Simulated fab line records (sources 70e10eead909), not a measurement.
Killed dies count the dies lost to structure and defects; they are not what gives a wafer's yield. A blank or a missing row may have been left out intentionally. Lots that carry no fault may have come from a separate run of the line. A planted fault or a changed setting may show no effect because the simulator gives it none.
A struck lot beside a sound one :: flow nand-harc :: 15 out of 1302 route steps
Sound: wafers L607.1, L607.2, L607.4. Struck: wafer L628.6 (left out: L628.1, L628.4 of the same lot, which were not struck); the cause appears at the end.
For every step that has rows: the tool of each side, followed by ch and its chambers, followed by its first start. Under that, the readings that differ: sound wafers :: struck wafers :: difference of the means :: sigmas: that difference in standard deviations of wafers without a fault.
alike: words and numbers the same on both sides, and readings whose means are apart by under 2 such deviations; not compared: readings that were withheld, readings missing a value for some wafer, numbers with overlapping values and no deviation given by the record, and bounds like >300 which may hide the same value.
The two part at a step that has a row with sigmas, a row that says differs or no value, or rows on one side only. When numbers do not overlap yet have no deviation, they are printed without sigmas and do not part them. A reading that every wafer of one side lacks parts them only if that side has two wafers or more.

first, 2 steps without rows for these wafers: NHARC_A_DECK1_JOINT_ANNEAL_28 (time 1800 s); NHARC_A_DECK1_JOINT_ANNEAL_29 (time 1800 s).
NHARC_A_DECK1_JOINT_CMP_02: polishes SiOx.
  sound on cmp-01 ch 1,2,3, day 13 03:50; struck on cmp-02 ch 2, day 21 18:49
reading: motor-current-A (A)
sound: 10.0 8.6 12.5
struck: 14.9
difference: +4.5
sigmas: +3
  alike: edge-zone-pressure-frac
then, 1 step without rows for these wafers: NHARC_A_DECK1_JOINT_SRD_15.
NHARC_A_DECK1_JOINT_DEP_16: deposits SiO2, target thk 45 nm.
  sound on pecvd-01 ch 0,1, day 13 04:14; struck on pecvd-03 ch 0, day 21 19:13
reading: throttle-valve-pct (%)
sound: 15.3 16.2 16.6
struck: 14.9
difference: -1.1
sigmas: -2
  alike: heater-power-w
  not compared: since-wet-clean-h
NHARC_A_DECK1_JOINT_THK_MEAS_17: measures by ellipsometry.
  sound on film-metro-01, day 13 04:29; struck on film-metro-01, day 21 19:29
  alike: thk-nm
NHARC_A_DECK1_JOINT_INSPECT_05:
  sound on defect-inspect-01, day 13 04:32; struck on defect-inspect-01, day 21 19:31
reading: raw-defect-count
sound: 416 305 303
struck: 569
difference: +228
sigmas: +2
after that, 1 step with no rows for these wafers: NHARC_A_ONON_D2_DEP_00 (target thk 1000 nm).
NHARC_A_ONON_D2_THK_MEAS_02: measures by ellipsometry.
  sound on film-metro-01, day 13 05:07; struck on film-metro-02, day 21 20:05
  alike: thk-nm
after that, 1 step with no rows for these wafers: NHARC_A_ONON_D2_DEP_03 (target thk 1000 nm).
NHARC_A_ONON_D2_THK_MEAS_05: measures by ellipsometry.
  sound on film-metro-01, day 13 05:40; struck on film-metro-01, day 21 20:39
  alike: thk-nm
NHARC_A_ONON_D2_DEP_06: target thk 1000 nm.
  sound on pecvd-onon-03 ch 0, day 13 05:44; struck on pecvd-onon-01 ch 0, day 21 20:43
  alike: sih4-flow-sccm
NHARC_A_ONON_D2_THK_MEAS_08: measures by ellipsometry.
  sound on film-metro-02, day 13 06:14; struck on film-metro-01, day 21 21:13
reading: thk-nm (nm)
sound: 1005 1006 1005
struck: 1707
difference: +702
sigmas: +87
after that, 1 step with no rows for these wafers: NHARC_A_ONON_D2_DEP_09 (target thk 1000 nm).
-- break in the record here, with 13 days between the starts of the struck wafers on either side (left off in module A_ONON_D2, picked up again in module END, where the first step shown is number 1302 on the route) --
NHARC_END_SORT_01:
  sound on prober-01 ch 0, day 25 17:17; struck on prober-02 ch 0, day 34 16:32
reading: killed-at-array
sound: 32 40 57
struck: 676
difference: +633
sigmas: +32

reading: killed-dies
sound: 36 51 60
struck: 677
difference: +628
sigmas: +31

reading: killed-short
sound: 5 1 6
struck: 0
difference: -4
sigmas: -3
  alike: killed-at-other, killed-at-periphery, killed-open

## WHERE THEY PART
Last at NHARC_END_SORT_01 as far as this record goes, first at NHARC_A_DECK1_JOINT_CMP_02.

WHY: what the simulator had put in
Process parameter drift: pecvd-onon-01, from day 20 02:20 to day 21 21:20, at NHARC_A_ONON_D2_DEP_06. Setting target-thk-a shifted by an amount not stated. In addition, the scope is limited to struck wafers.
